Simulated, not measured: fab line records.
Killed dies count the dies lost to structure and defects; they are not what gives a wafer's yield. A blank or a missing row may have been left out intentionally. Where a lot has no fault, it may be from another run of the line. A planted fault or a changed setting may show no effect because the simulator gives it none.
Which tool did it? / flow nandHarc / Sampling: 24 lots, 72 wafers, 4 of 1302 route steps

WHAT THE GAUGES READ, wafer by wafer
NHARC_P_GATE_CD_MEAS_11 targets a cd of 1640 nm.
lot=L074; measured=day 4 15:41; on=cdSem-03; cdNm (nm)=1640.9 1641.4 1637.9
lot=L075; measured=day 4 20:55; on=cdSem-02; cdNm (nm)=1640.1 1641.3 1636.3
lot=L076; measured=day 5 04:28; on=cdSem-03; cdNm (nm)=1639.5 1640.4 1638.6
lot=L077; measured=day 5 14:14; on=cdSem-01; cdNm (nm)=1638.4 1640.7 1636.9
lot=L078; measured=day 6 04:49; on=cdSem-01; cdNm (nm)=1636.7 1641.0 1638.7
lot=L079; measured=day 6 09:24; on=cdSem-03; cdNm (nm)=1642.4 1635.0 1640.6
lot=L080; measured=day 6 21:34; on=cdSem-03; cdNm (nm)=1643.5 1638.8 1639.8
lot=L081; measured=day 7 16:25; on=cdSem-02; cdNm (nm)=1636.7 1637.6 1637.4
lot=L082; measured=day 7 22:23; on=cdSem-01; cdNm (nm)=1641.5 1639.4 1637.4
lot=L083; measured=day 8 05:08; on=cdSem-01; cdNm (nm)=1639.8 1640.3 1640.5
lot=L084; measured=day 8 12:41; on=cdSem-02; cdNm (nm)=1638.8 1641.2 1640.4
lot=L085; measured=day 9 00:30; on=cdSem-03; cdNm (nm)=1641.4 1639.2 1639.3
lot=L086; measured=day 9 05:19; on=cdSem-03; cdNm (nm)=1640.7 1644.4 1638.7
lot=L087; measured=day 10 09:20; on=cdSem-02; cdNm (nm)=1639.9 1638.1 1636.4
lot=L088; measured=day 10 09:31; on=cdSem-02; cdNm (nm)=1641.1 1636.2 1637.2
lot=L089; measured=day 10 09:11; on=cdSem-01; cdNm (nm)=1638.1 1638.3 1638.5
lot=L090; measured=day 11 00:08; on=cdSem-01; cdNm (nm)=1639.3 1640.6 1637.0
lot=L091; measured=day 11 13:31; on=cdSem-02; cdNm (nm)=1638.5 1639.7 1642.3
lot=L092; measured=day 11 20:43; on=cdSem-02; cdNm (nm)=1638.6 1640.6 1641.4
lot=L093; measured=day 12 09:04; on=cdSem-02; cdNm (nm)=1641.9 1638.6 1640.3
lot=L094; measured=day 12 23:03; on=cdSem-03; cdNm (nm)=1637.2 1641.2 1637.7
lot=L095; measured=day 12 23:13; on=cdSem-02; cdNm (nm)=1641.6 1641.5 1638.9
lot=L096; measured=day 13 12:14; on=cdSem-02; cdNm (nm)=1641.5 1640.4 1641.6
lot=L097; measured=day 13 19:36; on=cdSem-03; cdNm (nm)=1637.8 1638.4 1640.9

NHARC_P_GATE_CD_MEAS_26 targets a cd of 120 nm.
lot=L074; measured=day 5 05:37; on=cdSem-01; cdNm (nm)=120.6 120.6 119.1
lot=L075; measured=day 5 13:52; on=cdSem-02; cdNm (nm)=119.9 121.1 119.5
lot=L076; measured=day 5 18:35; on=cdSem-03; cdNm (nm)=120.0 120.4 119.7
lot=L077; measured=day 6 06:05; on=cdSem-03; cdNm (nm)=120.0 120.6 120.0
lot=L078; measured=day 6 19:31; on=cdSem-02; cdNm (nm)=121.2 120.1 119.9
lot=L079; measured=day 6 23:14; on=cdSem-01; cdNm (nm)=120.2 119.9 118.8
lot=L080; measured=day 7 11:14; on=cdSem-02; cdNm (nm)=122.0 120.3 121.2
lot=L081; measured=day 8 06:36; on=cdSem-02; cdNm (nm)=119.5 119.4 119.8
lot=L082; measured=day 8 13:00; on=cdSem-03; cdNm (nm)=120.9 120.9 121.0
lot=L083; measured=day 8 20:47; on=cdSem-03; cdNm (nm)=120.1 119.3 118.8
lot=L084; measured=day 9 04:38; on=cdSem-02; cdNm (nm)=120.2 120.2 120.1
lot=L085; measured=day 9 16:50; on=cdSem-03; cdNm (nm)=120.2 120.0 120.6
lot=L086; measured=day 9 21:13; on=cdSem-01; cdNm (nm)=119.9 119.6 119.9
lot=L087; measured=day 10 23:59; on=cdSem-01; cdNm (nm)=120.0 119.7 120.9
lot=L088; measured=day 10 23:39; on=cdSem-01; cdNm (nm)=120.0 119.6 120.2
lot=L089; measured=day 10 23:04; on=cdSem-01; cdNm (nm)=120.2 120.0 119.3
lot=L090; measured=day 11 19:50; on=cdSem-02; cdNm (nm)=119.9 120.3 119.7
lot=L091; measured=day 12 03:45; on=cdSem-02; cdNm (nm)=119.6 119.0 119.9
lot=L092; measured=day 12 10:32; on=cdSem-01; cdNm (nm)=120.7 120.9 119.1
lot=L093; measured=day 12 23:23; on=cdSem-01; cdNm (nm)=120.3 120.5 119.7
lot=L094; measured=day 13 15:38; on=cdSem-02; cdNm (nm)=119.7 121.4 121.2
lot=L095; measured=day 13 15:00; on=cdSem-01; cdNm (nm)=120.6 118.8 121.4
lot=L096; measured=day 14 08:23; on=cdSem-03; cdNm (nm)=120.5 120.3 120.6
lot=L097; measured=day 14 12:40; on=cdSem-02; cdNm (nm)=119.5 121.3 120.8

NHARC_P_GATE_INSPECT_28.
lot=L074; measured=day 5 05:44; on=defectInspect-02; rawDefectCount=11 9 15
lot=L075; measured=day 5 13:59; on=defectInspect-02; rawDefectCount=11 8 5
lot=L076; measured=day 5 18:43; on=defectInspect-01; rawDefectCount=1 4 6
lot=L077; measured=day 6 06:12; on=defectInspect-02; rawDefectCount=9 7 4
lot=L078; measured=day 6 19:39; on=defectInspect-02; rawDefectCount=7 3 8
lot=L079; measured=day 6 23:22; on=defectInspect-02; rawDefectCount=6 3 4
lot=L080; measured=day 7 11:21; on=defectInspect-01; rawDefectCount=11 9 13
lot=L081; measured=day 8 06:43; on=defectInspect-02; rawDefectCount=6 11 9
lot=L082; measured=day 8 13:07; on=defectInspect-01; rawDefectCount=7 7 9
lot=L083; measured=day 8 20:55; on=defectInspect-01; rawDefectCount=5 4 5
lot=L084; measured=day 9 04:46; on=defectInspect-02; rawDefectCount=3 0 9
lot=L085; measured=day 9 16:58; on=defectInspect-02; rawDefectCount=3 5 7
lot=L086; measured=day 9 21:20; on=defectInspect-01; rawDefectCount=10 6 10
lot=L087; measured=day 11 00:07; on=defectInspect-02; rawDefectCount=8 7 2
lot=L088; measured=day 10 23:46; on=defectInspect-02; rawDefectCount=4 6 2
lot=L089; measured=day 10 23:11; on=defectInspect-02; rawDefectCount=3 5 5
lot=L090; measured=day 11 19:57; on=defectInspect-02; rawDefectCount=8 5 3
lot=L091; measured=day 12 03:53; on=defectInspect-02; rawDefectCount=6 7 5
lot=L092; measured=day 12 10:40; on=defectInspect-02; rawDefectCount=7 8 18
lot=L093; measured=day 12 23:31; on=defectInspect-02; rawDefectCount=8 9 8
lot=L094; measured=day 13 15:46; on=defectInspect-02; rawDefectCount=2 9 9
lot=L095; measured=day 13 15:07; on=defectInspect-02; rawDefectCount=6 10 7
lot=L096; measured=day 14 08:31; on=defectInspect-01; rawDefectCount=6 4 5
lot=L097; measured=day 14 12:47; on=defectInspect-02; rawDefectCount=9 4 7

TOOL THAT RAN EACH LOT (tool first, then ch and the chambers of the sampled wafers, then the start)
lot=L074; NHARC_P_STI_ETCH_15=rieSi-05 ch 0,1,3, day 3 01:56
lot=L075; NHARC_P_STI_ETCH_15=rieSi-02 ch 0,1,2, day 3 10:38
lot=L076; NHARC_P_STI_ETCH_15=rieSi-05 ch 1,2,3, day 3 17:01
lot=L077; NHARC_P_STI_ETCH_15=rieSi-03 ch 0,1,3, day 4 01:37
lot=L078; NHARC_P_STI_ETCH_15=rieSi-05 ch 1,3, day 4 11:35
lot=L079; NHARC_P_STI_ETCH_15=rieSi-03 ch 1,2,3, day 4 22:31
lot=L080; NHARC_P_STI_ETCH_15=rieSi-05 ch 0,2, day 5 09:19
lot=L081; NHARC_P_STI_ETCH_15=rieSi-05 ch 0,1,3, day 5 21:48
lot=L082; NHARC_P_STI_ETCH_15=rieSi-03 ch 2,3, day 6 05:08
lot=L083; NHARC_P_STI_ETCH_15=rieSi-02 ch 1,2,3, day 6 14:29
lot=L084; NHARC_P_STI_ETCH_15=rieSi-05 ch 1,2,3, day 7 00:38
lot=L085; NHARC_P_STI_ETCH_15=rieSi-02 ch 0,2,3, day 7 11:46
lot=L086; NHARC_P_STI_ETCH_15=rieSi-05 ch 0,1,3, day 7 19:11
lot=L087; NHARC_P_STI_ETCH_15=rieSi-05 ch 0,1,2, day 8 10:54
lot=L088; NHARC_P_STI_ETCH_15=rieSi-02 ch 1,2, day 8 17:46
lot=L089; NHARC_P_STI_ETCH_15=rieSi-05 ch 0,2, day 9 01:09
lot=L090; NHARC_P_STI_ETCH_15=rieSi-05 ch 0,2,3, day 9 11:29
lot=L091; NHARC_P_STI_ETCH_15=rieSi-05 ch 1,2,3, day 9 22:41
lot=L092; NHARC_P_STI_ETCH_15=rieSi-05 ch 0,1,3, day 10 07:27
lot=L093; NHARC_P_STI_ETCH_15=rieSi-02 ch 0,1, day 10 20:49
lot=L094; NHARC_P_STI_ETCH_15=rieSi-02 ch 1,2,3, day 11 07:09
lot=L095; NHARC_P_STI_ETCH_15=rieSi-03 ch 2,3, day 11 15:41
lot=L096; NHARC_P_STI_ETCH_15=rieSi-05 ch 0,3, day 12 00:33
lot=L097; NHARC_P_STI_ETCH_15=rieSi-05 ch 0,1,3, day 12 08:58
- NHARC_P_STI_ETCH_15: etches the open film in HBr/Cl2, target depth 300 nm, time 100.1 s.

WHAT THE TOOLS THEMSELVES READ (means of the sampled wafers that have a number; where no wafer has one, the mark that the record gives instead)
NHARC_P_STI_ETCH_15.
lot=L074; tool=rieSi-05; drypumpMotorCurrentA (A)=6.0; mfcCl2Sccm (sccm)=49.87; oesProductAu (a.u.)=1.012; throttleValvePct (%)=26.419
lot=L075; tool=rieSi-02; drypumpMotorCurrentA (A)=5.7; mfcCl2Sccm (sccm)=49.92; oesProductAu (a.u.)=1.009; throttleValvePct (%)=26.397
lot=L076; tool=rieSi-05; drypumpMotorCurrentA (A)=6.0; mfcCl2Sccm (sccm)=49.98; oesProductAu (a.u.)=0.994; throttleValvePct (%)=26.391
lot=L077; tool=rieSi-03; drypumpMotorCurrentA (A)=6.2; mfcCl2Sccm (sccm)=50.05; oesProductAu (a.u.)=0.999; throttleValvePct (%)=26.408
lot=L078; tool=rieSi-05; drypumpMotorCurrentA (A)=5.9; mfcCl2Sccm (sccm)=50.01; oesProductAu (a.u.)=0.990; throttleValvePct (%)=26.415
lot=L079; tool=rieSi-03; drypumpMotorCurrentA (A)=6.0; mfcCl2Sccm (sccm)=49.99; oesProductAu (a.u.)=1.004; throttleValvePct (%)=26.400
lot=L080; tool=rieSi-05; drypumpMotorCurrentA (A)=6.4; mfcCl2Sccm (sccm)=49.92; oesProductAu (a.u.)=0.995; throttleValvePct (%)=26.401
lot=L081; tool=rieSi-05; drypumpMotorCurrentA (A)=6.1; mfcCl2Sccm (sccm)=49.82; oesProductAu (a.u.)=1.001; throttleValvePct (%)=26.400
lot=L082; tool=rieSi-03; drypumpMotorCurrentA (A)=5.9; mfcCl2Sccm (sccm)=50.20; oesProductAu (a.u.)=1.005; throttleValvePct (%)=26.405
lot=L083; tool=rieSi-02; drypumpMotorCurrentA (A)=6.3; mfcCl2Sccm (sccm)=50.02; oesProductAu (a.u.)=1.014; throttleValvePct (%)=26.402
lot=L084; tool=rieSi-05; drypumpMotorCurrentA (A)=6.0; mfcCl2Sccm (sccm)=49.98; oesProductAu (a.u.)=1.007; throttleValvePct (%)=26.412
lot=L085; tool=rieSi-02; drypumpMotorCurrentA (A)=5.8; mfcCl2Sccm (sccm)=49.86; oesProductAu (a.u.)=1.012; throttleValvePct (%)=26.411
lot=L086; tool=rieSi-05; drypumpMotorCurrentA (A)=6.1; mfcCl2Sccm (sccm)=50.03; oesProductAu (a.u.)=1.002; throttleValvePct (%)=26.407
lot=L087; tool=rieSi-05; drypumpMotorCurrentA (A)=6.1; mfcCl2Sccm (sccm)=50.03; oesProductAu (a.u.)=1.009; throttleValvePct (%)=26.403
lot=L088; tool=rieSi-02; drypumpMotorCurrentA (A)=6.0; mfcCl2Sccm (sccm)=50.05; oesProductAu (a.u.)=1.018; throttleValvePct (%)=26.411
lot=L089; tool=rieSi-05; drypumpMotorCurrentA (A)=6.5; mfcCl2Sccm (sccm)=49.98; oesProductAu (a.u.)=0.994; throttleValvePct (%)=26.417
lot=L090; tool=rieSi-05; drypumpMotorCurrentA (A)=6.3; mfcCl2Sccm (sccm)=49.93; oesProductAu (a.u.)=1.008; throttleValvePct (%)=26.407
lot=L091; tool=rieSi-05; drypumpMotorCurrentA (A)=6.0; mfcCl2Sccm (sccm)=50.07; oesProductAu (a.u.)=1.014; throttleValvePct (%)=26.398
lot=L092; tool=rieSi-05; drypumpMotorCurrentA (A)=6.1; mfcCl2Sccm (sccm)=50.07; oesProductAu (a.u.)=0.999; throttleValvePct (%)=26.410
lot=L093; tool=rieSi-02; drypumpMotorCurrentA (A)=5.5; mfcCl2Sccm (sccm)=50.05; oesProductAu (a.u.)=0.996; throttleValvePct (%)=26.406
lot=L094; tool=rieSi-02; drypumpMotorCurrentA (A)=6.3; mfcCl2Sccm (sccm)=49.95; oesProductAu (a.u.)=1.005; throttleValvePct (%)=26.403
lot=L095; tool=rieSi-03; drypumpMotorCurrentA (A)=5.9; mfcCl2Sccm (sccm)=49.90; oesProductAu (a.u.)=1.003; throttleValvePct (%)=26.404
lot=L096; tool=rieSi-05; drypumpMotorCurrentA (A)=6.4; mfcCl2Sccm (sccm)=49.84; oesProductAu (a.u.)=1.002; throttleValvePct (%)=26.401
lot=L097; tool=rieSi-05; drypumpMotorCurrentA (A)=6.1; mfcCl2Sccm (sccm)=50.02; oesProductAu (a.u.)=0.997; throttleValvePct (%)=26.407

THE ANSWER, worked out from the rows above alone
Rule: the lots themselves supply what counts as usual. The widest of any qualifying gaps counts: lots, ordered by their means at a reading, are off when they make up no more than a third of the lots, leave a main group of 4 or more, and stand apart from it by 3 or more times the standard deviation of that group's means. A main group whose means are all the same, to the digits that the tables above print for the reading, isn't used. A lot without any number at a reading at which 4 lots or more have one is off too. All remaining lots with rows at the step are treated as sound. After the gauges, taken in route order, come the tools' own readings; for these a lot's mean is taken, as printed above. At the first step where some lot is off, the reading lying furthest off is the one used; lots without a number count as furthest.
Nothing can be told from this: no lot is off at any reading shown.

WHAT THE SIMULATOR PUT IN
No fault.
